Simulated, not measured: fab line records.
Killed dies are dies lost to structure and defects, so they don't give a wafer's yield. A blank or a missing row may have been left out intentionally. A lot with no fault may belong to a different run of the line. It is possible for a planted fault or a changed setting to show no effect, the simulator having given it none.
Which tool was responsible? ; flow n5 finfet ; 13 lots with 35 wafers sampled at 2 steps, on a route of 1938 steps

## WHAT EACH GAUGE READ, for each wafer
N5_BEOL_M5_INSPECT_58: inspects for defects (darkfield).
lot;measured;on;raw defect count
L327;day 9 05:56;defect inspect-01;45 79 49
L328;day 10 01:25;defect inspect-02;127 104
L332;day 10 11:32;defect inspect-02;113 74 132
L329;day 10 11:39;defect inspect-01;83 66
L330;day 10 14:01;defect inspect-01;112 62
L336;day 12 03:50;defect inspect-02;70 52 51
L337;day 12 22:17;defect inspect-01;80 57
L338;day 13 00:01;defect inspect-02;74 60 58
L340;day 13 07:37;defect inspect-02;57 43 76
L339;day 13 16:34;defect inspect-02;91 56 58
L344;day 14 12:22;defect inspect-01;39 51 34
L347;day 14 13:20;defect inspect-02;52 46 52
L349;day 16 05:40;defect inspect-02;73 69 103

## EACH LOT AND THE TOOL THAT RAN IT (in order: tool; ch and the chambers of the sampled wafers; start)
lot;N5_BEOL_M5_ANNEAL_89
L327;pvd sputter-01, day 9 03:49
L328;pvd sputter-01, day 9 23:20
L332;pvd sputter-01, day 10 09:27
L329;pvd sputter-03, day 10 09:32
L330;pvd sputter-02, day 10 11:56
L336;pvd sputter-02, day 12 01:45
L337;pvd sputter-01, day 12 20:07
L338;pvd sputter-02, day 12 21:52
L340;pvd sputter-02, day 13 05:16
L339;pvd sputter-02, day 13 14:28
L344;pvd sputter-01, day 14 10:11
L347;pvd sputter-02, day 14 11:13
L349;pvd sputter-01, day 16 03:34
- N5_BEOL_M5_ANNEAL_89: time 1800 s.

## WHAT THE TOOLS THEMSELVES READ (means of the sampled wafers that have a number; where no wafer has one, the mark that the record gives instead)
N5_BEOL_M5_ANNEAL_89.
lot;tool;heater power w (W)
L327;pvd sputter-01;807
L328;pvd sputter-01;868
L332;pvd sputter-01;807
L329;pvd sputter-03;738
L330;pvd sputter-02;854
L336;pvd sputter-02;861
L337;pvd sputter-01;785
L338;pvd sputter-02;880
L340;pvd sputter-02;828
L339;pvd sputter-02;818
L344;pvd sputter-01;827
L347;pvd sputter-02;867
L349;pvd sputter-01;781

## THE ANSWER, worked out from the rows above alone
Rule: the lots themselves supply what counts as usual. The widest of any qualifying gaps counts: lots, ordered by their means at a reading, are off when they make up no more than a third of the lots, leave a main group of 4 or more, and stand apart from it by 3 or more times the standard deviation of that group's means. The tables above print the reading to a certain number of digits; a main group whose means all agree to those digits is not used. Also off: a lot with no number at a reading for which 4 or more lots have one. All remaining lots with rows at the step are treated as sound. Order of review: gauges by route order, followed by the tools' own readings, for which a lot's mean as printed above is used. At the first step where some lot is off, the reading lying furthest off is the one used; lots without a number count as furthest.
Across all readings shown, no lot is off: no conclusion can be drawn from this.

## WHAT THE SIMULATOR HAD INSERTED
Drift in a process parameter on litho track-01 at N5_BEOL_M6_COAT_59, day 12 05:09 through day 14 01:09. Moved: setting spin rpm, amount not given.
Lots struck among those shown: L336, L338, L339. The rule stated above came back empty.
